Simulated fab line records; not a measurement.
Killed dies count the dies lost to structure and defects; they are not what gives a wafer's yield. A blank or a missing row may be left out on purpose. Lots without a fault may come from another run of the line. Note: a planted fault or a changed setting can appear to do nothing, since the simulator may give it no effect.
Matching of chambers | flow nand-harc | rie-diel-12 running NHARC_P_GATE_DESCUM_48: 4 sister chambers
The step chemistry O2, time 3 s. 4 wafers are shown with their chamber, then 11 later ones without.

## WAFERS PAIRED WITH THEIR CHAMBERS
wafer  | chamber | drypump-motor-current-A (A)
L086.1 | 3       | 5.7
L089.2 | 1       | 4.9
L089.3 | 2       | 5.4
L090.1 | 0       | 6.4

## WAFERS WITHOUT THEIR CHAMBER
wafer  | drypump-motor-current-A (A)
L090.3 | 5.0
L090.6 | 5.7
L092.3 | 5.4
L092.4 | 5.7
L092.6 | 6.4
L093.2 | 5.0
L093.4 | 5.4
L093.5 | 5.4
L097.1 | 5.0
L097.2 | 5.7
L097.5 | 6.4

## WHICH CHAMBER EACH ONE RAN IN
wafer  | from the rows above | in truth
L090.3 | 1                   | 1
L090.6 | 3                   | 3
L092.3 | 2                   | 2
L092.4 | 3                   | 3
L092.6 | 0                   | 0
L093.2 | 1                   | 1
L093.4 | 2                   | 2
L093.5 | 2                   | 2
L097.1 | 1                   | 1
L097.2 | 3                   | 3
L097.5 | 0                   | 0
11 of 11 placed correctly. Can't be placed from these rows: 0. Placed wrongly: 0.
How it was worked out, from the rows above alone: a wafer's distance from a chamber is the root of the sum, over the readings, of the square of ((its reading less the chamber's mean) divided by the reading's scatter). If the next closest chamber is less than 2 further off than the closest, the wafer can't be placed; otherwise it belongs to the closest. The mean given for a chamber averages the wafers shown for that chamber. The scatter (one wafer shown for each chamber): square how far every hidden wafer sits from the nearest shown wafer, average those squares and take the square root.
